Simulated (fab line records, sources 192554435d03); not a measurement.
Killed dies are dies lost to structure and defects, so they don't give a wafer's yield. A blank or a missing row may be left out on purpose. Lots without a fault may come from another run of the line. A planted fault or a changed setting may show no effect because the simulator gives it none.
Problem report in the 8D (eight disciplines) form, filled by code | flow n5_finfet | the parts of the form that need people (team, actions taken, sign-off) are left out

1. THE PROBLEM
spin_speed_rpm at N5_FIN_SAQP_COAT_49 reads a mean of 1648.3 rpm on 9 wafers of 3 lots; wafers without a fault read 1499.9 rpm with a standard deviation of 0.86. That is +99 or more standard deviations from the usual mean.
The step: time 60 s, resist thk 100 nm.
First seen on wafer L412.2, day 5 16:05, on litho_track-01. The record holds 15 wafers of 5 lots with a number at this step. Rule for "out", or "out of limits": more than 4 standard deviations from the usual mean. The other wafers with a number count as sound.

2. WHAT IT IS AND WHAT IT IS NOT
question                    | is                     | is not
which readings at this step | spin_speed_rpm         | -
which lots                  | L412, L414, L415       | L406, L420
which wafers of those lots  | all that have a number | -
read on which tools         | litho_track-01         | litho_track-04
when                        | from day 5 16:05       | up to then (3 sound wafers); but 3 sound wafers of L420 came after

3. SUSPECTS, AND WHAT RULES EACH OUT
Counting: a tool at a process step up to the reading stays a suspect if it ran every lot that is out and no sound lot after the first of them.
- litho_track-01 at N5_FIN_SAQP_COAT_49 (time 60 s, resist thk 100 nm): kept. It ran every lot that is out, first L412 (day 5 16:05), and no sound lot after that; its last sound lot up to then is L406 (day 4 04:30). Its own readings are out on those wafers: spin_speed_rpm.
Left after counting: litho_track-01 at N5_FIN_SAQP_COAT_49.

4. THE CAUSE (what the simulator had put in)
Process parameter drift: litho_track-01, from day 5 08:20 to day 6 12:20, at N5_FIN_SAQP_COAT_49. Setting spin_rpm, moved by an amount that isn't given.
Counting left only this tool.

5. THE CHAIN OF EFFECTS, in route order
Each row: a reading whose mean over the struck wafers that have a number lies more than 3 standard deviations from the usual. Only readings for which the record gives a usual standard deviation are gone through. hours: the time from each lot's start at the first step in this table that gives one to its start at this step, as a median over the lots. sigmas: the change in usual standard deviations.
hours | step                | reading        | usual      | on struck wafers | change | sigmas
0     | N5_FIN_SAQP_COAT_49 | spin_speed_rpm | 1499.9 rpm | 1648.3           | +148.4 | +99 or more
The process steps in it:
- N5_FIN_SAQP_COAT_49: time 60 s, resist thk 100 nm.
Later measuring or inspecting steps at which every struck wafer that the step has a row for has a number for every such reading, and none has moved that far: N5_BEOL_M4_RC_MEAS_101.

6. WHAT WOULD HAVE CAUGHT IT SOONER
In this record the first reading out of limits was taken at day 5 16:05, 8 hours after the fault began at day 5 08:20.
